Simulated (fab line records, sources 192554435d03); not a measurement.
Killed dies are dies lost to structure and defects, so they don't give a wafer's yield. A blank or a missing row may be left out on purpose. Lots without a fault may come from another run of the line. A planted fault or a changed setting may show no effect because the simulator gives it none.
Which tool did it? | flow n5_finfet | 24 lots, 72 wafers sampled, at 6 steps of a route of 1938

WHAT THE GAUGES READ, wafer by wafer
N5_BEOL_M1_CD_MEAS_18: pitch 36 nm, target cd 18 nm. Usual: cd_nm 17.94 nm, standard deviation 0.27.
lot  | measured     | on        | cd_nm (nm)        | flag
L074 | day 6 02:36  | cd_sem-02 | 18.22 17.60 17.73 |
L075 | day 6 16:46  | cd_sem-03 | 18.52 18.10 18.48 |
L076 | day 6 18:26  | cd_sem-01 | 18.08 18.24 18.14 |
L077 | day 6 20:38  | cd_sem-01 | 17.69 18.66 18.23 |
L078 | day 6 20:53  | cd_sem-01 | 17.91 17.87 18.17 |
L079 | day 8 00:33  | cd_sem-01 | 17.69 18.01 17.37 |
L080 | day 8 01:52  | cd_sem-03 | 17.16 17.61 17.68 |
L081 | day 8 06:58  | cd_sem-02 | 18.26 18.20 18.07 |
L082 | day 10 01:41 | cd_sem-03 | 18.01 17.83 17.81 |
L083 | day 10 06:44 | cd_sem-03 | 17.92 17.89 17.97 |
L084 | day 10 06:47 | cd_sem-01 | 18.01 17.99 18.56 |
L085 | day 10 21:11 | cd_sem-02 | 17.86 17.71 17.75 |
L086 | day 10 23:22 | cd_sem-02 | 17.93 17.51 18.05 |
L088 | day 11 02:40 | cd_sem-03 | 18.12 18.02 18.06 |
L087 | day 11 00:25 | cd_sem-02 | 17.66 17.65 17.79 |
L089 | day 12 07:46 | cd_sem-03 | 17.76 17.76 18.03 |
L090 | day 12 08:14 | cd_sem-03 | 17.78 18.05 18.33 |
L091 | day 12 10:31 | cd_sem-02 | 17.70 18.23 17.86 |
L092 | day 12 11:40 | cd_sem-02 | 17.73 17.89 17.57 |
L093 | day 12 12:28 | cd_sem-03 | 17.84 18.03 17.79 |
L096 | day 13 21:25 | cd_sem-03 | 17.98 17.73 18.03 |
L095 | day 13 21:34 | cd_sem-01 | 17.34 18.09 17.61 |
L094 | day 13 21:39 | cd_sem-01 | 18.19 17.52 18.42 |
L097 | day 13 21:57 | cd_sem-03 | 18.48 18.04 17.61 |

WHICH TOOL RAN EACH LOT (tool, then ch and the chambers of the sampled wafers, then the start)
lot  | N5_BEOL_M0_CUTY_DESCUM_61          | N5_BEOL_M0_CUTY_ETCH_63            | N5_BEOL_M0_ETCH_138                | N5_BEOL_M0_PRE_CLEAN_131         | N5_BEOL_M1_PECVD_72
L074 | rie_diel-01 ch 0,1,3, day 5 19:18  | rie_diel-01 ch 0,1,3, day 5 19:23  | rie_diel-01 ch 0,1,3, day 5 19:31  | cvd_co-02 ch 0,1, day 5 23:59    | pecvd-01 ch 0,2, day 6 00:27
L075 | rie_diel-06 ch 0,2,3, day 6 07:43  | rie_diel-06 ch 0,2,3, day 6 07:47  | rie_diel-06 ch 0,2,3, day 6 07:55  | cvd_co-01 ch 0,2, day 6 14:07    | pecvd-02 ch 0,2, day 6 14:34
L076 | rie_diel-04 ch 2,3, day 6 09:28    | rie_diel-04 ch 2,3, day 6 09:32    | rie_diel-04 ch 2,3, day 6 09:40    | cvd_co-01 ch 0,2, day 6 16:16    | pecvd-01 ch 0,1,2, day 6 16:42
L077 | rie_diel-04 ch 1,2, day 6 13:29    | rie_diel-04 ch 1,2, day 6 13:34    | rie_diel-04 ch 1,2, day 6 13:41    | cvd_co-01 ch 0,2, day 6 18:16    | pecvd-02 ch 0,2, day 6 18:39
L078 | rie_diel-06 ch 0,1,2, day 6 14:42  | rie_diel-06 ch 0,1,2, day 6 14:47  | rie_diel-06 ch 0,1,2, day 6 14:54  | cvd_co-02 ch 0,2, day 6 18:38    | pecvd-04 ch 1,2, day 6 19:03
L079 | rie_diel-06 ch 0,2,3, day 7 00:47  | rie_diel-06 ch 0,2,3, day 7 00:52  | rie_diel-06 ch 0,2,3, day 7 00:59  | cvd_co-01 ch 0,1,2, day 7 07:16  | pecvd-04 ch 0,1, day 7 07:40
L080 | rie_diel-01 ch 2,3, day 7 04:39    | rie_diel-01 ch 2,3, day 7 04:44    | rie_diel-01 ch 2,3, day 7 04:51    | cvd_co-02 ch 0,1,2, day 7 09:38  | pecvd-01 ch 0,1, day 7 10:02
L081 | rie_diel-04 ch 0,3, day 8 01:23    | rie_diel-04 ch 0,3, day 8 01:28    | rie_diel-04 ch 0,3, day 8 01:35    | cvd_co-01 ch 0,1,2, day 8 04:08  | pecvd-01 ch 0,1, day 8 04:32
L082 | rie_diel-06 ch 0,1,3, day 9 21:26  | rie_diel-06 ch 0,1,3, day 9 21:31  | rie_diel-06 ch 0,1,3, day 9 21:38  | cvd_co-02 ch 0,1,2, day 10 00:16 | pecvd-01 ch 0,2, day 10 00:41
L083 | rie_diel-01 ch 0,1,2, day 9 21:34  | rie_diel-01 ch 0,1,2, day 9 21:38  | rie_diel-01 ch 0,1,2, day 9 21:46  | cvd_co-01 ch 0,1,2, day 10 00:34 | pecvd-04 ch 0,1,2, day 10 00:59
L084 | rie_diel-01 ch 1,2,3, day 9 22:45  | rie_diel-01 ch 1,2,3, day 9 22:50  | rie_diel-01 ch 1,2,3, day 9 22:57  | cvd_co-01 ch 1,2, day 10 01:59   | pecvd-04 ch 0,1,2, day 10 02:23
L085 | rie_diel-06 ch 0,3, day 10 15:59   | rie_diel-06 ch 0,3, day 10 16:04   | rie_diel-06 ch 0,3, day 10 16:11   | cvd_co-01 ch 1,2, day 10 19:48   | pecvd-04 ch 0,1,2, day 10 20:11
L086 | rie_diel-04 ch 1,2,3, day 10 16:28 | rie_diel-04 ch 1,2,3, day 10 16:33 | rie_diel-04 ch 1,2,3, day 10 16:41 | cvd_co-02 ch 1,2, day 10 21:46   | pecvd-04 ch 0,2, day 10 22:10
L088 | rie_diel-04 ch 0,1,3, day 10 17:20 | rie_diel-04 ch 0,1,3, day 10 17:25 | rie_diel-04 ch 0,1,3, day 10 17:32 | cvd_co-01 ch 1,2, day 10 23:58   | pecvd-02 ch 0,1, day 11 00:23
L087 | rie_diel-06 ch 1,3, day 10 18:08   | rie_diel-06 ch 1,3, day 10 18:13   | rie_diel-06 ch 1,3, day 10 18:20   | cvd_co-02 ch 0,1,2, day 10 22:49 | pecvd-04 ch 1,2, day 10 23:13
L089 | rie_diel-06 ch 0,2, day 11 23:38   | rie_diel-06 ch 0,2, day 11 23:43   | rie_diel-06 ch 0,2, day 11 23:50   | cvd_co-02 ch 1,2, day 12 05:29   | pecvd-02 ch 0,1,2, day 12 05:52
L090 | rie_diel-01 ch 0,1,3, day 12 01:17 | rie_diel-01 ch 0,1,3, day 12 01:22 | rie_diel-01 ch 0,1,3, day 12 01:29 | cvd_co-02 ch 0,1,2, day 12 05:56 | pecvd-04 ch 0,1,2, day 12 06:20
L091 | rie_diel-06 ch 0,1,3, day 12 01:50 | rie_diel-06 ch 0,1,3, day 12 01:55 | rie_diel-06 ch 0,1,3, day 12 02:02 | cvd_co-02 ch 1,2, day 12 07:52   | pecvd-02 ch 0,2, day 12 08:16
L092 | rie_diel-01 ch 0,2, day 12 02:44   | rie_diel-01 ch 0,2, day 12 02:49   | rie_diel-01 ch 0,2, day 12 02:56   | cvd_co-02 ch 0,1,2, day 12 09:34 | pecvd-04 ch 0,2, day 12 09:58
L093 | rie_diel-01 ch 0,2,3, day 12 03:06 | rie_diel-01 ch 0,2,3, day 12 03:11 | rie_diel-01 ch 0,2,3, day 12 03:18 | cvd_co-02 ch 0,2, day 12 10:01   | pecvd-02 ch 0,1,2, day 12 10:24
L096 | rie_diel-06 ch 1,2,3, day 13 05:27 | rie_diel-06 ch 1,2,3, day 13 05:32 | rie_diel-06 ch 1,2,3, day 13 05:40 | cvd_co-02 ch 0,1,2, day 13 19:10 | pecvd-04 ch 0,1,2, day 13 19:34
L095 | rie_diel-04 ch 0,1,3, day 13 07:35 | rie_diel-04 ch 0,1,3, day 13 07:40 | rie_diel-04 ch 0,1,3, day 13 07:48 | cvd_co-02 ch 0,1,2, day 13 19:22 | pecvd-01 ch 0,1,2, day 13 19:46
L094 | rie_diel-01 ch 0,3, day 13 08:26   | rie_diel-01 ch 0,3, day 13 08:31   | rie_diel-01 ch 0,3, day 13 08:38   | cvd_co-01 ch 1,2, day 13 19:27   | pecvd-02 ch 1,2, day 13 19:50
L097 | rie_diel-01 ch 1,2,3, day 13 09:03 | rie_diel-01 ch 1,2,3, day 13 09:08 | rie_diel-01 ch 1,2,3, day 13 09:15 | cvd_co-01 ch 0,1,2, day 13 19:44 | pecvd-04 ch 0,1,2, day 13 20:13
- N5_BEOL_M0_CUTY_DESCUM_61: chemistry O2, time 7.9 s.
- N5_BEOL_M0_CUTY_ETCH_63: etches SOC in N2/H2, target depth 82.7 nm, overetch 16.5 nm, time 124 s.
- N5_BEOL_M0_ETCH_138: etches SiCN in CH3F/O2, target depth 12 nm, time 31.6 s.
- N5_BEOL_M0_PRE_CLEAN_131: time 15 s.
- N5_BEOL_M1_PECVD_72: deposits SiO2 from TEOS/O2, target thk 16 nm, time 18 s.

WHAT THE TOOLS THEMSELVES READ (means of the sampled wafers that have a number; where no wafer has one, the mark that the record gives instead)
N5_BEOL_M0_CUTY_DESCUM_61. Usual: drypump_motor_current_A 5.8 A, standard deviation 0.4; o2_flow_sccm 225.1 sccm, standard deviation 0.65; oes_product_au 0.78 a.u., standard deviation 0.055; rf_vpp_V 243.6 V, standard deviation 1.2; showerhead_plenum_p_Torr 2.12 Torr, standard deviation 0.055; throttle_valve_pct 20.47 %, standard deviation 0.19.
lot  | tool        | drypump_motor_current_A (A) | o2_flow_sccm (sccm) | oes_product_au (a.u.) | rf_vpp_V (V) | showerhead_plenum_p_Torr (Torr) | throttle_valve_pct (%) | flag
L074 | rie_diel-01 | 5.7                         | 224.6               | 0.84                  | 244.0        | 2.15                            | 20.45                  |
L075 | rie_diel-06 | 5.6                         | 225.1               | 0.76                  | 243.6        | 2.13                            | 20.46                  |
L076 | rie_diel-04 | 6.2                         | 225.8               | 0.75                  | 244.6        | 2.18                            | 20.47                  |
L077 | rie_diel-04 | 5.3                         | 224.5               | 0.79                  | 243.4        | 2.13                            | 20.35                  |
L078 | rie_diel-06 | 5.6                         | 225.1               | 0.78                  | 242.4        | 2.13                            | 20.46                  |
L079 | rie_diel-06 | 5.6                         | 225.4               | 0.75                  | 243.9        | 2.13                            | 20.47                  |
L080 | rie_diel-01 | 5.8                         | 225.8               | 0.80                  | 242.2        | 2.08                            | 20.51                  |
L081 | rie_diel-04 | 6.5                         | 224.8               | 0.82                  | 244.6        | 2.20                            | 20.25                  |
L082 | rie_diel-06 | 5.9                         | 225.2               | 0.77                  | 242.9        | 2.10                            | 20.53                  |
L083 | rie_diel-01 | 5.9                         | 224.5               | 0.84                  | 243.7        | 2.12                            | 20.49                  |
L084 | rie_diel-01 | 5.9                         | 225.6               | 0.81                  | 242.8        | 2.08                            | 20.50                  |
L085 | rie_diel-06 | 5.9                         | 224.4               | 0.75                  | 243.2        | 2.09                            | 20.54                  |
L086 | rie_diel-04 | 5.7                         | 225.0               | 0.75                  | 244.5        | 2.14                            | 20.44                  |
L088 | rie_diel-04 | 6.1                         | 224.8               | 0.82                  | 244.4        | 2.16                            | 20.22                  |
L087 | rie_diel-06 | 5.8                         | 225.5               | 0.80                  | 243.4        | 2.11                            | 20.47                  |
L089 | rie_diel-06 | 5.6                         | 225.3               | 0.72                  | 243.5        | 2.11                            | 20.57                  |
L090 | rie_diel-01 | 5.7                         | 224.9               | 0.79                  | 244.2        | 2.13                            | 20.50                  |
L091 | rie_diel-06 | 5.9                         | 225.0               | 0.76                  | 242.9        | 2.09                            | 20.56                  |
L092 | rie_diel-01 | 6.0                         | 225.7               | 0.82                  | 243.4        | 2.08                            | 20.54                  |
L093 | rie_diel-01 | 5.9                         | 224.9               | 0.80                  | 243.8        | 2.10                            | 20.55                  |
L096 | rie_diel-06 | 5.6                         | 224.9               | 0.75                  | 244.4        | 2.12                            | 20.46                  |
L095 | rie_diel-04 | 6.1                         | 224.4               | 0.79                  | 244.4        | 2.16                            | 20.26                  |
L094 | rie_diel-01 | 5.7                         | 225.0               | 0.76                  | 243.1        | 2.12                            | 20.57                  |
L097 | rie_diel-01 | 5.9                         | 224.7               | 0.78                  | 242.1        | 2.07                            | 20.53                  |

N5_BEOL_M0_CUTY_ETCH_63. Usual: drypump_motor_current_A 5.8 A, standard deviation 0.4; oes_product_au 0.64 a.u., standard deviation 0.043; rf_vpp_V 524.9 V, standard deviation 2; showerhead_plenum_p_Torr 2.58 Torr, standard deviation 0.067; throttle_valve_pct 17.86 %, standard deviation 0.21.
lot  | tool        | drypump_motor_current_A (A) | oes_product_au (a.u.) | rf_vpp_V (V) | showerhead_plenum_p_Torr (Torr) | throttle_valve_pct (%) | flag
L074 | rie_diel-01 | 5.7                         | 0.69                  | 524.7        | 2.61                            | 17.83                  |
L075 | rie_diel-06 | 5.7                         | 0.62                  | 524.6        | 2.57                            | 17.86                  |
L076 | rie_diel-04 | 6.1                         | 0.62                  | 527.4        | 2.64                            | 17.82                  |
L077 | rie_diel-04 | 5.4                         | 0.65                  | 525.5        | 2.59                            | 17.74                  |
L078 | rie_diel-06 | 5.6                         | 0.64                  | 525.1        | 2.59                            | 17.87                  |
L079 | rie_diel-06 | 5.6                         | 0.61                  | 524.1        | 2.57                            | 17.86                  |
L080 | rie_diel-01 | 5.8                         | 0.66                  | 523.8        | 2.53                            | 17.91                  |
L081 | rie_diel-04 | 6.5                         | 0.67                  | 527.3        | 2.67                            | 17.59                  |
L082 | rie_diel-06 | 5.9                         | 0.63                  | 524.8        | 2.54                            | 17.89                  |
L083 | rie_diel-01 | 5.9                         | 0.67                  | 525.1        | 2.57                            | 17.87                  |
L084 | rie_diel-01 | 5.9                         | 0.66                  | 522.8        | 2.53                            | 17.88                  |
L085 | rie_diel-06 | 5.9                         | 0.61                  | 523.7        | 2.53                            | 17.89                  |
L086 | rie_diel-04 | 5.8                         | 0.61                  | 525.2        | 2.60                            | 17.82                  |
L088 | rie_diel-04 | 6.1                         | 0.67                  | 526.4        | 2.63                            | 17.58                  |
L087 | rie_diel-06 | 5.8                         | 0.66                  | 524.0        | 2.56                            | 17.83                  |
L089 | rie_diel-06 | 5.7                         | 0.59                  | 524.5        | 2.55                            | 18.02                  |
L090 | rie_diel-01 | 5.7                         | 0.65                  | 525.8        | 2.59                            | 17.91                  |
L091 | rie_diel-06 | 5.9                         | 0.62                  | 524.1        | 2.53                            | 17.92                  |
L092 | rie_diel-01 | 6.1                         | 0.67                  | 523.1        | 2.53                            | 17.92                  |
L093 | rie_diel-01 | 5.9                         | 0.65                  | 525.0        | 2.56                            | 17.94                  |
L096 | rie_diel-06 | 5.5                         | 0.61                  | 524.0        | 2.57                            | 17.85                  |
L095 | rie_diel-04 | 6.1                         | 0.64                  | 526.8        | 2.62                            | 17.61                  |
L094 | rie_diel-01 | 5.6                         | 0.63                  | 524.4        | 2.58                            | 17.98                  |
L097 | rie_diel-01 | 5.9                         | 0.64                  | 522.8        | 2.52                            | 17.92                  |

N5_BEOL_M0_ETCH_138. Usual: drypump_motor_current_A 5.8 A, standard deviation 0.4; etch_rf_on_time_s 29.1 s, standard deviation 0.7; oes_product_au 0.67 a.u., standard deviation 0.046; rf_vpp_V 297.8 V, standard deviation 1.3; showerhead_plenum_p_Torr 2.03 Torr, standard deviation 0.05; throttle_valve_pct 16.35 %, standard deviation 0.19.
lot  | tool        | drypump_motor_current_A (A) | etch_rf_on_time_s (s) | oes_product_au (a.u.) | rf_vpp_V (V) | showerhead_plenum_p_Torr (Torr) | throttle_valve_pct (%) | flag
L074 | rie_diel-01 | 5.7                         | 28.0                  | 0.72                  | 298.0        | 2.05                            | 16.31                  |
L075 | rie_diel-06 | 5.6                         | 28.9                  | 0.64                  | 297.7        | 2.03                            | 16.30                  |
L076 | rie_diel-04 | 6.2                         | 28.5                  | 0.64                  | 298.0        | 2.08                            | 16.34                  |
L077 | rie_diel-04 | 5.3                         | 29.7                  | 0.67                  | 298.1        | 2.03                            | 16.24                  |
L078 | rie_diel-06 | 5.6                         | 29.4                  | 0.67                  | 297.9        | 2.03                            | 16.32                  |
L079 | rie_diel-06 | 5.7                         | 28.8                  | 0.64                  | 297.8        | 2.02                            | 16.32                  |
L080 | rie_diel-01 | 5.8                         | 28.6                  | 0.69                  | 297.2        | 2.00                            | 16.44                  |
L081 | rie_diel-04 | 6.5                         | 30.0                  | 0.70                  | 299.9        | 2.09                            | 16.14                  |
L082 | rie_diel-06 | 5.9                         | 29.2                  | 0.66                  | 296.7        | 2.00                            | 16.38                  |
L083 | rie_diel-01 | 5.9                         | 29.7                  | 0.71                  | 298.1        | 2.02                            | 16.35                  |
L084 | rie_diel-01 | 5.8                         | 28.1                  | 0.69                  | 297.1        | 1.99                            | 16.39                  |
L085 | rie_diel-06 | 5.9                         | 29.5                  | 0.63                  | 297.5        | 1.99                            | 16.38                  |
L086 | rie_diel-04 | 5.7                         | 29.8                  | 0.64                  | 298.2        | 2.04                            | 16.32                  |
L088 | rie_diel-04 | 6.1                         | 29.4                  | 0.70                  | 298.8        | 2.06                            | 16.12                  |
L087 | rie_diel-06 | 5.8                         | 29.2                  | 0.69                  | 297.3        | 2.01                            | 16.31                  |
L089 | rie_diel-06 | 5.7                         | 28.7                  | 0.62                  | 298.0        | 2.00                            | 16.45                  |
L090 | rie_diel-01 | 5.7                         | 29.2                  | 0.68                  | 298.3        | 2.04                            | 16.39                  |
L091 | rie_diel-06 | 5.8                         | 30.3                  | 0.65                  | 297.5        | 2.00                            | 16.42                  |
L092 | rie_diel-01 | 6.1                         | 29.2                  | 0.69                  | 296.8        | 1.99                            | 16.41                  |
L093 | rie_diel-01 | 5.9                         | 29.7                  | 0.68                  | 297.3        | 2.02                            | 16.44                  |
L096 | rie_diel-06 | 5.6                         | 29.5                  | 0.64                  | 297.3        | 2.02                            | 16.34                  |
L095 | rie_diel-04 | 6.1                         | 28.5                  | 0.67                  | 299.0        | 2.05                            | 16.17                  |
L094 | rie_diel-01 | 5.6                         | 28.9                  | 0.65                  | 297.5        | 2.03                            | 16.49                  |
L097 | rie_diel-01 | 5.9                         | 29.4                  | 0.66                  | 296.4        | 1.98                            | 16.45                  |

N5_BEOL_M0_PRE_CLEAN_131. Usual: heater_power_w 85 W, standard deviation 18.
lot  | tool      | heater_power_w (W) | flag
L074 | cvd_co-02 | 91                 |
L075 | cvd_co-01 | 79                 |
L076 | cvd_co-01 | 77                 |
L077 | cvd_co-01 | 80                 |
L078 | cvd_co-02 | 73                 |
L079 | cvd_co-01 | 83                 |
L080 | cvd_co-02 | 85                 |
L081 | cvd_co-01 | 82                 |
L082 | cvd_co-02 | 87                 |
L083 | cvd_co-01 | 83                 |
L084 | cvd_co-01 | 88                 |
L085 | cvd_co-01 | 88                 |
L086 | cvd_co-02 | 99                 |
L088 | cvd_co-01 | 87                 |
L087 | cvd_co-02 | 86                 |
L089 | cvd_co-02 | 80                 |
L090 | cvd_co-02 | 85                 |
L091 | cvd_co-02 | 99                 |
L092 | cvd_co-02 | 85                 |
L093 | cvd_co-02 | 75                 |
L096 | cvd_co-02 | 85                 |
L095 | cvd_co-02 | 87                 |
L094 | cvd_co-01 | 86                 |
L097 | cvd_co-01 | 83                 |

N5_BEOL_M1_PECVD_72. Usual: heater_power_w 695 W, standard deviation 100; showerhead_plenum_p_Torr 8.82 Torr, standard deviation 0.099; throttle_valve_pct 22.4 %, standard deviation 1.3.
lot  | tool     | heater_power_w (W) | showerhead_plenum_p_Torr (Torr) | throttle_valve_pct (%) | flag
L074 | pecvd-01 | 830                | 8.73                            | 22.9                   |
L075 | pecvd-02 | 636                | 8.81                            | 21.1                   |
L076 | pecvd-01 | 722                | 8.71                            | 22.6                   |
L077 | pecvd-02 | 569                | 8.78                            | 20.9                   |
L078 | pecvd-04 | 723                | 8.83                            | 23.5                   |
L079 | pecvd-04 | 724                | 8.91                            | 23.4                   |
L080 | pecvd-01 | 695                | 8.71                            | 23.1                   |
L081 | pecvd-01 | 686                | 8.72                            | 23.1                   |
L082 | pecvd-01 | 791                | 8.72                            | 22.7                   |
L083 | pecvd-04 | 688                | 8.88                            | 22.7                   |
L084 | pecvd-04 | 653                | 8.88                            | 22.9                   |
L085 | pecvd-04 | 777                | 8.89                            | 22.9                   |
L086 | pecvd-04 | 673                | 8.93                            | 22.2                   |
L088 | pecvd-02 | 555                | 8.87                            | 22.0                   |
L087 | pecvd-04 | 780                | 8.84                            | 22.4                   |
L089 | pecvd-02 | 580                | 8.81                            | 21.7                   |
L090 | pecvd-04 | 704                | 8.90                            | 22.9                   |
L091 | pecvd-02 | 652                | 8.79                            | 21.3                   |
L092 | pecvd-04 | 731                | 8.89                            | 21.7                   |
L093 | pecvd-02 | 635                | 8.82                            | 21.7                   |
L096 | pecvd-04 | 758                | 8.89                            | 23.0                   |
L095 | pecvd-01 | 729                | 8.69                            | 22.7                   |
L094 | pecvd-02 | 673                | 8.77                            | 21.6                   |
L097 | pecvd-04 | 727                | 8.87                            | 22.9                   |

THE ANSWER, worked out from the rows above alone
Rule: a lot is off if the mean of its wafers that have a number lies more than 3 standard deviations from the usual mean. A lot without any number at a reading at which 4 lots or more have one is off too. The other lots that the step has rows for count as sound. The gauges are gone through in route order, then the tools' own readings, and for those a lot's mean is taken as printed above. The first step at which some lot is off is used, and at that step the reading that is off furthest; a lot without a number counts as furthest.
No lot is off at any reading shown: from this, nothing can be told.

WHAT THE SIMULATOR HAD PUT IN
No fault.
